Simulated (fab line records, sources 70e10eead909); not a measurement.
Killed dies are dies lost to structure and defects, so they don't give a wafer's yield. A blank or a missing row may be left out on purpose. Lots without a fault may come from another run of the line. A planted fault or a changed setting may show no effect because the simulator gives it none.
Which tool did it? | flow nand_harc | 12 lots, 36 wafers sampled, at 5 steps of a route of 1302

WHAT THE GAUGES READ, wafer by wafer
NHARC_END_SORT_01.
lot  | measured     | on        | defect_limited_yield (%) | killed_at_array | killed_at_other | killed_at_periphery | killed_dies | killed_open | killed_short
L560 | day 26 07:54 | prober-02 | 92.0 92.9 91.1           | 49 43 52        | 3 1 2           | 2 4 6               | 54 48 60    | 4 6 6       | 4 4 3
L562 | day 26 22:43 | prober-01 | 91.1 87.7 89.1           | 56 72 73        | 0 3 0           | 4 8 1               | 60 83 74    | 2 2 2       | 4 1 2
L563 | day 26 21:12 | prober-02 | 89.2 90.1 91.9           | 66 63 52        | 2 0 0           | 5 4 3               | 73 67 55    | 4 5 2       | 4 1 3

WHICH TOOL RAN EACH LOT (tool, then ch and the chambers of the sampled wafers, then the start)
lot  | NHARC_P_M1_PRE_CLEAN_32         | NHARC_P_M1_DEP_33               | NHARC_P_M2_ETCH_35                 | NHARC_P_M2_ETCH_28
L556 | pecvd-03 ch 1,2, day 6 15:01    | pecvd-03 ch 1,2, day 6 15:06    | rie_diel-01 ch 2,3, day 6 16:41    | rie_diel-02 ch 0,1, day 6 17:13
L558 | pecvd-03 ch 1,2, day 7 01:44    | pecvd-03 ch 1,2, day 7 01:50    | rie_diel-01 ch 0,2, day 7 03:20    | rie_diel-01 ch 0,2,3, day 7 03:53
L559 | pecvd-03 ch 0,1,2, day 7 18:45  | pecvd-03 ch 0,1,2, day 7 18:52  | rie_diel-09 ch 2,3, day 7 20:11    | rie_diel-02 ch 0,3, day 7 20:44
L560 | pecvd-04 ch 0,2, day 8 02:59    | pecvd-04 ch 0,2, day 8 03:03    | rie_diel-02 ch 1,2, day 8 04:36    | rie_diel-01 ch 0,1, day 8 05:10
L561 | pecvd-02 ch 0,2, day 8 07:43    | pecvd-02 ch 0,2, day 8 07:49    | rie_diel-01 ch 2,3, day 8 09:11    | rie_diel-01 ch 0,2,3, day 8 09:49
L562 | pecvd-04 ch 0,1,2, day 8 23:38  | pecvd-04 ch 0,1,2, day 8 23:43  | rie_diel-09 ch 0,1, day 9 01:08    | rie_diel-01 ch 2,3, day 9 01:41
L563 | pecvd-02 ch 0,1,2, day 9 00:55  | pecvd-02 ch 0,1,2, day 9 01:01  | rie_diel-02 ch 0,2,3, day 9 02:31  | rie_diel-01 ch 0,1, day 9 03:02
L565 | pecvd-04 ch 1,2, day 10 01:12   | pecvd-04 ch 1,2, day 10 01:19   | rie_diel-01 ch 0,2,3, day 10 02:48 | rie_diel-01 ch 1,2,3, day 10 03:20
L573 | pecvd-04 ch 0,1,2, day 13 11:08 | pecvd-04 ch 0,1,2, day 13 11:15 | rie_diel-01 ch 0,1,3, day 13 12:36 | rie_diel-09 ch 0,2,3, day 13 13:09
L576 | pecvd-02 ch 0,1,2, day 14 16:31 | pecvd-02 ch 0,1,2, day 14 16:37 | rie_diel-01 ch 0,2,3, day 14 18:06 | rie_diel-02 ch 1,2,3, day 14 18:38
L578 | pecvd-03 ch 0,1,2, day 15 07:46 | pecvd-03 ch 0,1,2, day 15 07:51 | rie_diel-02 ch 0,2,3, day 15 09:15 | rie_diel-09 ch 0,1,3, day 15 09:49
L579 | pecvd-02 ch 0,1, day 15 23:50   | pecvd-02 ch 0,1, day 15 23:56   | rie_diel-01 ch 0,1,2, day 16 01:25 | rie_diel-02 ch 2,3, day 16 01:57
- NHARC_P_M1_PRE_CLEAN_32: time 12 s.
- NHARC_P_M1_DEP_33: deposits SiCN, target thk 30 nm.
- NHARC_P_M2_ETCH_35: etches the open film in N2/H2, target depth 40 nm, overetch 12 nm, time 43.94 s.
- NHARC_P_M2_ETCH_28: etches the open film in CF4/N2, target depth 30 nm, time 72.99 s.

WHAT THE TOOLS THEMSELVES READ (means of the sampled wafers that have a number; where no wafer has one, the mark that the record gives instead)
NHARC_P_M1_PRE_CLEAN_32.
lot  | tool     | heater_power_w (W)
L556 | pecvd-03 | 653
L558 | pecvd-03 | 658
L559 | pecvd-03 | 660
L560 | pecvd-04 | 647
L561 | pecvd-02 | 602
L562 | pecvd-04 | 567
L563 | pecvd-02 | 532
L565 | pecvd-04 | 512
L573 | pecvd-04 | 617
L576 | pecvd-02 | 542
L578 | pecvd-03 | 631
L579 | pecvd-02 | 633

NHARC_P_M1_DEP_33.
lot  | tool     | chamber_pressure_Torr (Torr) | heater_power_w (W)
L556 | pecvd-03 | 3.002                        | 575
L558 | pecvd-03 | 3.001                        | 612
L559 | pecvd-03 | 3.004                        | 608
L560 | pecvd-04 | 2.987                        | 588
L561 | pecvd-02 | 2.997                        | 499
L562 | pecvd-04 | 2.995                        | 542
L563 | pecvd-02 | 3.005                        | 500
L565 | pecvd-04 | 3.000                        | 423
L573 | pecvd-04 | 3.000                        | 539
L576 | pecvd-02 | 3.000                        | 491
L578 | pecvd-03 | 3.003                        | 638
L579 | pecvd-02 | 2.998                        | 558

NHARC_P_M2_ETCH_35.
lot  | tool        | drypump_motor_current_A (A) | h2_flow_sccm (sccm) | oes_product_au (a.u.) | rf_vpp_V (V) | showerhead_plenum_p_Torr (Torr) | throttle_valve_pct (%)
L556 | rie_diel-01 | 5.7                         | 149.5               | 0.995                 | 430.7        | 2.06                            | 14.167
L558 | rie_diel-01 | 5.5                         | 150.2               | 0.999                 | 428.3        | 1.96                            | 14.175
L559 | rie_diel-09 | 6.0                         | 149.9               | 1.014                 | 431.0        | 2.09                            | 14.168
L560 | rie_diel-02 | 5.6                         | 150.0               | 0.998                 | 429.5        | 2.00                            | 14.171
L561 | rie_diel-01 | 6.1                         | 150.0               | 1.003                 | 431.6        | 2.10                            | 14.169
L562 | rie_diel-09 | 5.1                         | 150.5               | 0.985                 | 433.0        | 2.11                            | 14.160
L563 | rie_diel-02 | 5.5                         | 149.8               | 0.994                 | 428.8        | 1.97                            | 14.170
L565 | rie_diel-01 | 5.8                         | 150.0               | 1.001                 | 429.2        | 2.03                            | 14.179
L573 | rie_diel-01 | 6.1                         | 149.9               | 0.997                 | 430.5        | 2.05                            | 14.172
L576 | rie_diel-01 | 5.8                         | 150.0               | 0.999                 | 430.5        | 2.03                            | 14.170
L578 | rie_diel-02 | 5.5                         | 150.0               | 0.995                 | 428.2        | 1.97                            | 14.186
L579 | rie_diel-01 | 5.8                         | 149.6               | 0.995                 | 430.1        | 2.01                            | 14.175

NHARC_P_M2_ETCH_28.
lot  | tool        | drypump_motor_current_A (A) | oes_product_au (a.u.) | rf_vpp_V (V) | showerhead_plenum_p_Torr (Torr) | throttle_valve_pct (%)
L556 | rie_diel-02 | 5.6                         | 0.992                 | 313.2        | 2.55                            | 19.795
L558 | rie_diel-01 | 5.8                         | 1.005                 | 313.5        | 2.61                            | 19.787
L559 | rie_diel-02 | 5.6                         | 1.003                 | 313.1        | 2.56                            | 19.783
L560 | rie_diel-01 | 6.2                         | 0.994                 | 314.4        | 2.62                            | 19.796
L561 | rie_diel-01 | 5.8                         | 1.002                 | 313.7        | 2.61                            | 19.796
L562 | rie_diel-01 | 5.7                         | 0.857                 | 314.1        | 2.65                            | 19.797
L563 | rie_diel-01 | 6.2                         | 0.852                 | 313.5        | 2.62                            | 19.788
L565 | rie_diel-01 | 6.1                         | 0.858                 | 316.1        | 2.68                            | 19.809
L573 | rie_diel-09 | 5.7                         | 1.008                 | 314.4        | 2.64                            | 19.802
L576 | rie_diel-02 | 5.6                         | 0.992                 | 312.9        | 2.58                            | 19.796
L578 | rie_diel-09 | 5.3                         | 1.003                 | 315.7        | 2.66                            | 19.797
L579 | rie_diel-02 | 5.5                         | 0.995                 | 313.3        | 2.57                            | 19.801

THE ANSWER, worked out from the rows above alone
Rule: what is usual is taken from the lots themselves. Put in order of their means at a reading, lots are off if they are a third of the lots or fewer, leave a main group of 4 or more, and stand apart from it by a gap of 3 or more times the standard deviation of the main group's means; of several such gaps the widest counts. A main group whose means are all the same, to the digits that the tables above print for the reading, isn't used. A lot without any number at a reading at which 4 lots or more have one is off too. The other lots that the step has rows for count as sound. The gauges are gone through in route order, then the tools' own readings, and for those a lot's mean is taken as printed above. The first step at which some lot is off is used, and at that step the reading that is off furthest; a lot without a number counts as furthest.
Off: L562, L563, L565, at NHARC_P_M2_ETCH_28 (oes_product_au). The main group: mean 0.999 a.u., standard deviation 0.0057.
A tool fits if, at that step or a process step before it, it ran every lot that is off, and no sound lot after the first of them. One fits: rie_diel-01 at NHARC_P_M2_ETCH_28. Its last sound lot is L561 (day 8 09:49), its first lot that is off L562 (day 9 01:41): a fault that began between those two fits.
The tool's own readings at NHARC_P_M2_ETCH_28 bear it out: on the lots that are off they differ by more than 5 times the standard deviation of the sound lots' means. oes_product_au reads 0.856 a.u. there against 0.999 a.u. on the sound lots.

WHAT THE SIMULATOR HAD PUT IN
Process parameter drift: rie_diel-01, from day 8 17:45 on, at NHARC_P_M2_ETCH_28. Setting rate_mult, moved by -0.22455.
Lots struck among those shown: L563, L562, L565. The rule above found the same.
